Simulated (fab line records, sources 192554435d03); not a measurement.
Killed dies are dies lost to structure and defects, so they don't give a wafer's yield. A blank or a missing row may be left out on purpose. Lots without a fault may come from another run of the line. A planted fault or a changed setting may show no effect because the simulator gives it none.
fab line records | flow n5_finfet
record lots=9 wafers=27 last_day=18
route steps=1938 shown HKMG_FIN@387 BEOL_M4@1111 PASSIVATION@1936
lots that met no fault: from a run of the same line without faults
start_h: hours from the record's first day to the start of the lot's first wafer shown | wait_h: hours since the lot's step before | " the same as in the row above | L1.1+2: a row that stands for several wafers | - no value, or no start given | * or withheld: withheld | < > ~ a bound
route shown NAME@n: a module of which the file shows steps, and the number in the route of the first | usual: mean/standard deviation of fault-free wafers | same: alike in all rows | chamber/n: place in a boat | sites: the reading at each site | _std_site: their standard deviation | _edge_site: outer sites' mean less inner sites' | radius_mm: how far each site lies from the wafer's centre | mask NAME#n: copy n | behind: the tool/chamber that last shaped the wafer | hold: why the lot was held/for how many hours/how that ended | device: the transistor (n, p or np) that didn't switch | end of line: the same wafers' tests at the end of the route | a step without rows: its recipe alone | killed: dies lost to structure and defects at the first sort, not the wafer's yield | map: a wafer's dies, x killed, . not, _ none there
set.NAME: the setting as run; set.NAME@STEP: as run at that earlier step | model.NAME: the simulator's own value behind a step, which no gauge read
steps of the route over a sample of lots; a table a step, a row a wafer
services: from which hour (start_h, from the record's first day; less than 0 if before it) a tool's chamber was out of use, for how many hours, and why
## steps
# step N5_HKMG_FIN_HK_ANNEAL_02
# recipe temp_c=700 time_s=30 ambient=N2 idle_temp_c=600 ramp_up_c_per_s=150 ramp_down_c_per_s=60 cool_to_c=600
# usual lamp_power_pct=8.80/0.057 wafer_temp_C_max=702.9/0.68
# columns lot.wafer tool chamber start_h wait_h lamp_power_pct wafer_temp_C_max
L994.1 rtp_anneal-02 0 71.45 0.2 8.72 702.8
L994.4 " 0 " " 8.91 702.7
L994.5 " 0 " " 8.72 702.8
L996.1 rtp_anneal-02 0 82.96 0.1 8.84 702.9
L996.2 " 0 " " 8.79 702.5
L996.4 " 0 " " 8.73 703.1
L998.2 rtp_anneal-01 0 98.92 0.2 8.75 703.3
L998.4 " 0 " " 8.85 702.9
L998.6 " 0 " " 8.87 702.5
L104.2 rtp_anneal-02 0 135.15 0.4 8.83 703.7
L104.4 " 0 " " 8.88 702.1
L104.5 " 0 " " 8.86 704.2
L106.2 rtp_anneal-02 0 146.65 0.4 8.79 702.9
L106.3 " 0 " " 8.80 703.7
L106.6 " 0 " " 8.82 701.8
L113.1 rtp_anneal-02 0 188.17 0.4 8.82 703.0
L113.3 " 0 " " 8.76 702.3
L113.4 " 0 " " 8.71 703.3
L114.1 rtp_anneal-02 0 190.45 0.3 8.86 702.2
L114.5 " 0 " " 8.72 702.4
L114.6 " 0 " " 8.79 702.8
L116.1 rtp_anneal-02 0 212.23 0.6 8.72 701.4
L116.4 " 0 " " 8.80 702.5
L116.5 " 0 " " 8.82 704.8
L117.1 rtp_anneal-02 0 215.62 0.4 8.70 703.6
L117.3 " 0 " " 8.75 701.7
L117.5 " 0 " " 8.89 703.1
# step N5_HKMG_FIN_ALD_74
# recipe material=La2O3 target_thk_a=5 temp_c=250 ald_precursor_family=La-Cp ald_co_reactant=O3 pulse_time_s=6 co_reactant_pulse_time_s=1 purge_time_s=3 co_reactant_purge_time_s=3
# usual heater_power_w=352/31 precursor_pulse_height_rel=1.002/0.021
# columns lot.wafer tool chamber start_h wait_h heater_power_w precursor_pulse_height_rel
L994.1 ald_hk-02 0 71.67 0.2 293 1.036
L994.4 " 3 " " 392 0.994
L994.5 " 3 " " 398 0.984
L996.1 ald_hk-03 0 83.17 0.2 386 1.045
L996.2 " 1 " " 345 1.021
L996.4 " 2 " " 373 1.020
L998.2 ald_hk-01 2 99.12 0.2 336 0.966
L998.4 " 3 " " 363 1.002
L998.6 " 2 " " 340 0.984
L104.2 ald_hk-02 2 135.34 0.2 368 1.009
L104.4 " 3 " " 396 1.011
L104.5 " 1 " " 342 1.028
L106.2 ald_hk-02 2 146.84 0.2 368 1.004
L106.3 " 3 " " 397 1.011
L106.6 " 1 " " 344 1.005
L113.1 ald_hk-03 2 188.39 0.2 369 1.040
L113.3 " 1 " " 336 1.039
L113.4 " 3 " " 320 0.994
L114.1 ald_hk-01 3 190.68 0.2 359 0.984
L114.5 " 2 " " 346 0.992
L114.6 " 1 " " 391 0.989
L116.1 ald_hk-02 0 212.45 0.2 298 1.052
L116.4 " 3 " " 388 0.984
L116.5 " 2 " " 372 0.992
L117.1 ald_hk-03 1 215.85 0.2 333 1.026
L117.3 " 0 " " 391 0.947
L117.5 " 0 " " 388 1.025
# step N5_HKMG_FIN_ETCH_55
# recipe chemistry=N2/H2 target=SOC target_depth_a=2400 temp_c=40 time_s=300 ion_energy_ev=200 mask_material=SiARC pressure_mtorr=30 source_w=840 bias_w=150 n2_flow_sccm=200 h2_flow_sccm=200
# usual drypump_motor_current_A=5.6/0.41 n2_flow_sccm=200.0/0.6 oes_product_au=0.81/0.091 rf_vpp_V=524.1/2.6 showerhead_plenum_p_Torr=2.55/0.09 throttle_valve_pct=17.85/0.26
# columns lot.wafer tool chamber start_h wait_h drypump_motor_current_A n2_flow_sccm oes_product_au rf_hours_counter_h rf_vpp_V showerhead_plenum_p_Torr throttle_valve_pct
L994.1 rie_diel-06 2 72.44 0.0 5.8 200.9 0.73 180 523.6 2.53 17.96
L994.4 " 1 " " 6.2 199.1 0.94 8 528.4 2.72 17.89
L994.5 " 3 " " 5.7 200.6 0.71 - 525.7 2.62 18.16
L996.1 rie_diel-01 2 83.90 0.0 5.3 199.7 0.82 82 521.5 2.46 17.71
L996.2 " 1 " " 5.6 199.9 0.71 191 522.5 2.52 17.92
L996.4 " 3 " " 5.3 200.9 0.85 65 521.7 2.47 17.49
L998.2 rie_diel-05 0 100.04 0.0 5.5 200.5 0.91 12 522.3 2.49 17.49
L998.4 " 1 " " 6.1 199.1 0.68 - 524.2 2.60 17.97
L998.6 " 0 " " 5.5 200.6 0.91 - 522.5 2.49 17.51
L104.2 rie_diel-01 3 136.13 0.0 5.3 200.2 0.82 82 523.1 2.47 17.53
L104.4 " 0 " " 6.2 199.5 0.71 212 522.1 2.53 18.25
L104.5 " 0 " " 6.2 198.9 0.70 - 523.6 2.53 18.25
L106.2 rie_diel-05 0 147.56 0.0 5.5 200.3 0.89 28 522.0 2.48 17.54
L106.3 " 1 " " 6.1 199.7 0.96 7 524.6 2.59 17.51
L106.6 " 2 " " 5.6 200.0 0.89 - 522.4 2.47 17.98
L113.1 rie_diel-05 0 188.99 0.0 5.5 200.2 0.86 41 524.4 2.48 17.55
L113.3 " 2 " " 5.7 199.5 0.87 72 521.2 2.46 18.00
L113.4 " 1 " " 6.1 201.2 0.92 22 525.7 2.59 17.52
L114.1 rie_diel-01 3 191.44 0.0 5.4 200.8 0.80 101 521.6 2.46 17.56
L114.5 " 0 " " 6.2 199.2 0.70 - 522.2 2.52 18.30
L114.6 " 1 " " 5.6 199.3 0.69 - 524.9 2.50 17.97
L116.1 rie_diel-06 0 213.05 0.0 4.8 199.5 0.83 72 528.7 2.68 17.86
L116.4 " 2 " " 5.8 200.6 0.70 222 523.7 2.51 18.02
L116.5 " 3 " " 5.7 199.8 0.68 - 525.7 2.60 18.24
L117.1 rie_diel-01 2 216.57 0.0 5.3 199.8 0.76 128 520.5 2.45 17.78
L117.3 " 0 " " 6.2 200.0 0.69 238 523.3 2.52 18.31
L117.5 " 1 " " 5.6 199.7 0.69 - 522.4 2.50 17.99
# step N5_HKMG_FIN_ALD_79
# recipe material=TiN target_thk_a=15 temp_c=400 ald_precursor_family=TiCl4 ald_co_reactant=NH3 pulse_time_s=1 purge_time_s=3 co_reactant_purge_time_s=2 co_reactant_pulse_time_s=2 ald_cycles=68 pressure_torr=3
# usual ald_cycles=68/0 heater_power_w=861/62 precursor_pulse_height_rel=1.000/0.019
# columns lot.wafer tool chamber start_h wait_h ald_cycles heater_power_w precursor_pulse_height_rel
L994.1 ald_metal-04 1 73.72 0.0 68 866 1.010
L994.4 " 0 " " 68 869 0.990
L994.5 " 2 " " 68 903 0.982
L996.1 ald_metal-04 1 85.17 0.0 68 873 0.986
L996.2 " 0 " " 68 879 0.983
L996.4 " 3 " " 68 899 0.971
L998.2 ald_metal-04 2 101.32 0.0 68 898 1.001
L998.4 " 3 " " 68 914 0.962
L998.6 " 3 " " 68 920 1.010
L104.2 ald_metal-02 3 137.41 0.0 68 755 1.012
L104.4 " 0 " " 68 728 0.981
L104.5 " 3 " " 68 756 1.001
L106.2 ald_metal-02 1 148.84 0.0 68 918 1.000
L106.3 " 2 " " 68 915 1.013
L106.6 " 3 " " 68 736 0.975
L113.1 ald_metal-04 2 190.28 0.0 68 889 1.040
L113.3 " 1 " " 68 884 0.977
L113.4 " 3 " " 26 906 0.988
L114.1 ald_metal-04 3 192.72 0.0 26 896 0.982
L114.5 " 2 " " 68 903 0.969
L114.6 " 1 " " 68 887 0.975
L116.1 ald_metal-03 1 214.32 0.0 68 832 0.980
L116.4 " 3 " " 68 771 0.988
L116.5 " 2 " " 68 850 1.023
L117.1 ald_metal-02 2 217.85 0.0 68 909 1.030
L117.3 " 0 " " 68 729 1.038
L117.5 " 2 " " 68 889 0.993
# step N5_BEOL_M4_RC_MEAS_101
# usual DIBL_N=35.7/1.3 DIBL_P=35.4/1.8 IGATE_N=0.0126/0.0018 IGATE_P=0.0038/0.00056 IOFF_N=0.152/0.027 IOFF_P=0.20/0.034 IOFF_P_85C=3.5/0.49 IOFF_P_LIN=0.097/0.013 IOFF_P_LONG=0.000104/1e-05 ION_N=672/9.8 ION_P=461/7.5 SS_N=71.4/0.55 SS_P=73.1/0.61 VT_N=251/3.3 VT_N_LONG=275.3/2.4 VT_N_LVT=100/3.2 VT_P=-251/3.6 VT_P_LONG=-276/3.4 VT_P_LVT=-100/3.2
# columns lot.wafer tool chamber start_h wait_h DIBL_N[mV/V] DIBL_P[mV/V] IGATE_N[nA/um] IGATE_P[nA/um] IOFF_N[nA/um] IOFF_P[nA/um] IOFF_P_85C[nA/um] IOFF_P_LIN[nA/um] IOFF_P_LONG[nA/um] ION_N[uA/um] ION_P[uA/um] SS_N[mV/dec] SS_P[mV/dec] VT_N[mV] VT_N_LONG[mV] VT_N_LVT[mV] VT_P[mV] VT_P_LONG[mV] VT_P_LVT[mV]
L994.1 prober-02 0 162.74 0.0 37.2 39.2 0.0140 0.0043 0.199 0.27 4.4 0.120 0.000114 681 469 72.2 74.2 247 274.4 94 -244 -271 -95
L994.4 " 0 " " 35.0 38.2 0.0144 0.0044 0.160 0.24 4.1 0.114 0.000114 672 465 71.1 73.9 248 272.4 97 -246 -272 -95
L994.5 " 0 " " 35.2 36.6 0.0160 0.0049 0.161 0.22 3.8 0.107 0.00011 684 467 71.0 73.7 248 272.4 96 -247 -273 -96
L996.1 prober-01 0 179.12 0.0 38.6 38.5 0.0117 0.0035 0.217 0.30 4.8 0.126 0.000117 674 468 72.4 74.4 248 274.6 98 -244 -269 -97
L996.2 " 0 " " 34.7 32.9 0.0120 0.0037 0.139 0.21 3.6 0.099 0.000116 671 463 71.0 72.9 251 276.2 103 -249 -273 -101
L996.4 " 0 " " 34.8 34.2 0.0117 0.0035 0.144 0.22 3.9 0.106 0.000116 673 460 71.6 73.5 251 276.3 102 -248 -271 -100
L998.2 prober-01 0 191.24 0.2 35.8 36.2 0.0149 0.0044 0.162 0.18 3.3 0.087 8.9e-05 676 452 71.3 73.1 253 274.4 100 -258 -280 -102
L998.4 " 0 " " 36.4 37.6 0.0130 0.0038 0.186 0.19 3.6 0.094 9e-05 688 469 71.3 73.7 246 275.3 97 -252 -279 -103
L998.6 " 0 " " 36.6 37.3 0.0103 0.0030 0.188 0.19 3.5 0.090 8.9e-05 673 453 72.3 73.8 251 276.9 97 -253 -283 -101
L104.2 prober-02 0 227.33 0.2 37.7 38.4 0.0112 0.0034 0.186 0.26 4.4 0.117 0.000114 680 466 72.5 74.4 250 272.6 95 -245 -274 -94
L104.4 " 0 " " 35.7 35.6 0.0131 0.0040 0.148 0.22 3.9 0.106 0.000113 662 463 71.3 73.1 250 274.3 99 -248 -273 -95
L104.5 " 0 " " 34.8 34.8 0.0136 0.0041 0.139 0.21 3.8 0.104 0.000114 677 465 70.7 73.3 250 275.2 97 -248 -273 -96
L106.2 prober-02 0 240.16 0.2 35.2 34.3 0.0095 0.0028 0.139 0.16 2.9 0.081 8.5e-05 649 445 71.2 73.1 252 277.3 101 -256 -279 -106
L106.3 " 0 " " 34.1 33.3 0.0112 0.0033 0.125 0.15 2.7 0.078 8.7e-05 659 449 70.1 73.0 251 274.6 102 -256 -278 -106
L106.6 " 0 " " 35.6 35.7 0.0107 0.0032 0.146 0.17 3.1 0.084 8.5e-05 653 445 71.2 73.2 254 278.5 101 -256 -280 -106
L113.1 prober-01 0 275.44 0.0 35.3 34.9 0.0111 0.0033 0.143 0.18 3.4 0.092 0.000102 676 459 71.4 72.9 252 276.3 101 -253 -279 -101
L113.3 " 0 " " 34.3 33.2 0.0100 0.0030 0.123 0.17 3.0 0.084 0.000101 666 457 70.4 72.6 254 277.4 104 -254 -280 -103
L113.4 " 0 " " 33.8 33.1 0.0171 0.0052 0.100 0.09 1.9 0.048 7.2e-05 651 430 71.2 73.3 259 284.0 111 -271 -296 -121
L114.1 prober-02 0 281.59 0.6 33.2 33.8 0.0211 0.0065 0.092 0.08 1.6 0.040 6.4e-05 640 421 71.3 73.0 264 284.3 111 -278 -300 -124
L114.5 " 0 " " 33.5 33.9 0.0124 0.0037 0.108 0.15 2.7 0.073 9.5e-05 649 445 70.8 72.5 258 274.7 105 -256 -283 -104
L114.6 " 0 " " 36.0 36.6 0.0122 0.0036 0.151 0.18 3.1 0.083 9e-05 663 452 71.3 73.1 251 278.8 101 -257 -282 -103
L116.1 prober-01 0 308.16 0.0 34.3 34.6 0.0109 0.0032 0.123 0.18 3.1 0.087 0.000101 663 458 71.2 72.0 253 276.1 104 -252 -276 -101
L116.4 " 0 " " 36.4 36.6 0.0110 0.0032 0.150 0.20 3.5 0.094 0.000105 673 464 71.5 73.5 250 272.7 101 -250 -280 -101
L116.5 " 0 " " 35.3 35.2 0.0122 0.0036 0.124 0.17 3.1 0.083 9.7e-05 667 456 71.2 72.7 253 276.6 103 -251 -279 -103
L117.1 prober-02 0 318.48 0.0 34.8 33.5 0.0130 0.0040 0.121 0.19 3.2 0.092 0.000106 674 459 70.5 73.0 254 278.0 103 -252 -272 -101
L117.3 " 0 " " 33.8 32.4 0.0107 0.0033 0.104 0.17 3.0 0.088 0.000109 653 457 70.8 72.3 259 274.5 105 -253 -274 -101
L117.5 " 0 " " 35.4 34.7 0.0100 0.0031 0.132 0.20 3.5 0.098 0.000109 668 467 71.3 73.0 252 277.6 103 -249 -270 -101
# step N5_PASSIVATION_PROBE_49
# usual defect_limited_yield=91.5/1.3 killed_at_M0_to_M3=33/11 killed_at_M4_up=14/5.3 killed_at_contacts=11/6.3 killed_at_front_end=38/10 killed_at_other=3.7/2.8 killed_dies=101/16 killed_open=67/12 killed_short=32/7.4 sort_bin_5_function=5.0/0.86 sort_bin_6_memory=3.2/0.69 sort_bin_8_speed=0.00/0.007 sort_n_pass=1079/16 sort_yield_pct=91.5/1.3
# same gross_dies=1180 killed_at_back_side=0 sort_bin_4_leakage[%]=0
# columns lot.wafer tool chamber start_h wait_h defect_limited_yield[%] killed_at_M0_to_M3 killed_at_M4_up killed_at_contacts killed_at_front_end killed_at_other killed_dies killed_open killed_short sort_bin_5_function[%] sort_bin_6_memory[%] sort_bin_8_speed[%] sort_n_pass sort_yield_pct[%]
L998.2 prober-02 - 297.64 0.1 92.6 20 8 23 35 1 87 57 30 4.0 2.8 0 1093 92.6
L998.4 prober-02 - 297.74 0.2 88.7 43 15 10 65 0 133 77 54 7.1 3.6 0 1047 88.7
L998.6 prober-02 - 297.84 0.3 87.9 38 12 16 77 0 143 83 55 5.3 5.9 0 1037 87.9
L113.1 prober-01 - 372.02 0.0 92.2 32 13 7 38 2 92 58 30 4.9 2.5 0 1088 92.2
L113.3 prober-01 - 372.12 0.1 91.2 28 13 15 45 3 104 68 30 4.4 4.0 0 1076 91.2
L113.4 prober-01 - 372.17 0.2 93.6 24 12 5 33 2 76 36 37 3.9 2.2 7.71 1013 85.8
L114.1 prober-01 - 386.30 0.0 92.4 32 12 15 29 2 90 61 29 4.7 2.6 76.78 184 15.6
L114.5 prober-01 - 386.50 0.2 90.5 32 19 9 48 4 112 72 40 5.3 3.9 0.08 1067 90.4
L114.6 prober-01 - 386.55 0.3 90.1 51 17 13 31 5 117 86 28 4.9 4.6 0 1063 90.1
# killed by level:class
L998.2 MOL_CONTACT_COAG:geometric_particle:open=19 FIN_SAQP:geometric_particle:short=6 DUMMY_GATE:geometric_particle:open=6 BEOL_M1:geometric_particle:open=6 STI_FIN_REVEAL:geometric_particle:open=4 MOL_CONTACT_COAG:geometric_particle:short=4 BEOL_M0_SAQP:geometric_particle:open=4 BEOL_M0_SAQP:geometric_particle:short=3
L998.4 STI_FIN_REVEAL:geometric_particle:open=19 BEOL_M0_SAQP:geometric_particle:short=18 FIN_SAQP:geometric_particle:short=15 BEOL_M0_SAQP:geometric_particle:open=14 FIN_SAQP:geometric_particle:open=9 MOL_CONTACT_COAG:geometric_particle:open=8 STI_FIN_REVEAL:geometric_particle:short=5 DUMMY_GATE:geometric_particle:open=5
L998.6 FIN_SAQP:geometric_particle:short=17 FIN_SAQP:geometric_particle:open=17 BEOL_M0_SAQP:geometric_particle:short=17 STI_FIN_REVEAL:geometric_particle:open=15 MOL_CONTACT_COAG:geometric_particle:open=11 BEOL_M0_SAQP:geometric_particle:open=11 BEOL_M4:geometric_particle:open=7 STARTING-WAFER:geometric_particle:short=7
L113.1 FIN_SAQP:geometric_particle:open=9 BEOL_M0_SAQP:geometric_particle:short=9 BEOL_M0_SAQP:geometric_particle:open=9 FIN_SAQP:geometric_particle:short=7 MOL_CONTACT_COAG:geometric_particle:open=7 BEOL_M2:geometric_particle:open=6 DUMMY_GATE:geometric_particle:open=4 GATE_CUT:geometric_particle:short=4
L113.3 MOL_CONTACT_COAG:geometric_particle:open=11 FIN_SAQP:geometric_particle:open=10 BEOL_M2:geometric_particle:open=9 FIN_SAQP:geometric_particle:short=6 GATE_CUT:geometric_particle:short=6 BEOL_M0_SAQP:geometric_particle:open=6 DUMMY_GATE:geometric_particle:open=5 BEOL_M1:geometric_particle:open=5
L113.4 BEOL_M0_SAQP:geometric_particle:short=8 FIN_SAQP:geometric_particle:open=6 FIN_SAQP:geometric_particle:short=6 GATE_CUT:geometric_particle:short=5 MOL_CONTACT_COAG:geometric_particle:open=5 BEOL_M4:geometric_particle:open=5 BEOL_M0_SAQP:geometric_particle:open=4 BEOL_M2:geometric_particle:short=4
L114.1 MOL_CONTACT_COAG:geometric_particle:open=11 BEOL_M1:geometric_particle:open=11 FIN_SAQP:geometric_particle:open=7 FIN_SAQP:geometric_particle:short=7 BEOL_M2:geometric_particle:short=6 BEOL_M4:geometric_particle:open=6 BEOL_M0_SAQP:geometric_particle:short=5 MOL_CONTACT_COAG:geometric_particle:short=4
L114.5 FIN_SAQP:geometric_particle:open=12 FIN_SAQP:geometric_particle:short=11 BEOL_M0_SAQP:geometric_particle:short=11 STI_FIN_REVEAL:geometric_particle:open=10 BEOL_M4:geometric_particle:open=10 BEOL_M2:geometric_particle:open=8 MOL_CONTACT_COAG:geometric_particle:open=7 BEOL_M0_SAQP:geometric_particle:open=5
L114.6 MOL_CONTACT_COAG:geometric_particle:open=13 BEOL_M3:geometric_particle:open=12 BEOL_M0_SAQP:geometric_particle:short=9 DUMMY_GATE:geometric_particle:open=8 BEOL_M2:geometric_particle:open=8 BEOL_M4:geometric_particle:open=8 BEOL_M0_SAQP:geometric_particle:open=6 BEOL_M1:geometric_particle:open=6
## services
# columns tool chamber start_h hours kind
ald_metal-04 3 47.80 16.8 repair
ald_hk-03 - 49.15 2.8 pm
rie_diel-05 0 54.38 - clean
rie_diel-05 0 54.38 - consumable_replace:focus_ring
rie_diel-05 0 54.38 18.2 scheduled_down
rie_diel-05 0 54.38 18.2 vent_cycle
rie_diel-05 3 77.97 4.6 repair
rie_diel-05 3 82.67 - clean
rie_diel-05 3 82.67 - consumable_replace:focus_ring
rie_diel-05 3 82.67 - consumable_replace:showerhead
rie_diel-05 3 82.67 23.6 scheduled_down
rie_diel-05 3 82.67 23.6 vent_cycle
ald_metal-03 - 93.43 5.8 repair
ald_hk-03 - 102.87 0.7 repair
ald_hk-01 - 112.06 3.3 repair
rtp_anneal-01 - 133.46 101.8 pm
ald_hk-01 - 149.55 28.1 pm
rie_diel-06 0 149.96 9.6 repair
ald_hk-01 - 178.99 2.8 pm
ald_hk-02 - 179.08 1.0 repair
rie_diel-06 - 186.01 2.8 pm
ald_metal-03 3 188.01 4.7 repair
rie_diel-06 2 193.07 5.0 repair
ald_metal-02 - 211.10 0.3 repair
## key
first_sign step=N5_HKMG_FIN_ALD_79 reading=ald_cycles direction=down sigmas=99+ usual=* struck=*
effect step=N5_BEOL_M4_RC_MEAS_101 reading=VT_P_LVT direction=down sigmas=6.9 usual=-100 struck=-123
effect step=N5_BEOL_M4_RC_MEAS_101 reading=VT_P_LONG direction=down sigmas=6.6 usual=-276 struck=-298
effect step=N5_BEOL_M4_RC_MEAS_101 reading=VT_P direction=down sigmas=6.6 usual=-251 struck=-275
effect step=N5_BEOL_M4_RC_MEAS_101 reading=ION_P direction=down sigmas=4.7 usual=461 struck=426
effect step=N5_BEOL_M4_RC_MEAS_101 reading=IOFF_P_LIN direction=down sigmas=4 usual=0.097 struck=0.044
effect step=N5_BEOL_M4_RC_MEAS_101 reading=VT_N_LONG direction=up sigmas=3.7 usual=275.3 struck=284.2
effect step=N5_BEOL_M4_RC_MEAS_101 reading=IOFF_P_85C direction=down sigmas=3.7 usual=3.5 struck=1.7
effect step=N5_BEOL_M4_RC_MEAS_101 reading=IOFF_P_LONG direction=down sigmas=3.7 usual=0.000104 struck=6.8e-05
effect step=N5_BEOL_M4_RC_MEAS_101 reading=IGATE_P direction=up sigmas=3.7 usual=0.0038 struck=0.0058
effect step=N5_BEOL_M4_RC_MEAS_101 reading=IGATE_N direction=up sigmas=3.6 usual=0.0126 struck=0.0191
effect step=N5_BEOL_M4_RC_MEAS_101 reading=VT_N_LVT direction=up sigmas=3.5 usual=100 struck=111
effect step=N5_BEOL_M4_RC_MEAS_101 reading=IOFF_P direction=down sigmas=3.4 usual=0.20 struck=0.09
effect step=N5_PASSIVATION_PROBE_49 reading=sort_bin_8_speed direction=up sigmas=99+ usual=0.00 struck=42.25
met_at N5_HKMG_FIN_ALD_79
struck_lots L113,L114
struck_wafers L113.4,L114.1
not_acting_at N5_HKMG_FIN_HK_ANNEAL_02,N5_HKMG_FIN_ALD_74,N5_HKMG_FIN_ETCH_55
onset_between 101.32 190.28
fault kind=process_parameter_drift tool=ald_metal-04 chamber=3 onset_h=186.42 steps=N5_HKMG_FIN_ALD_79 channel=ald_cycles offset=* shape=step end_h=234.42 acts_in=* stated=*
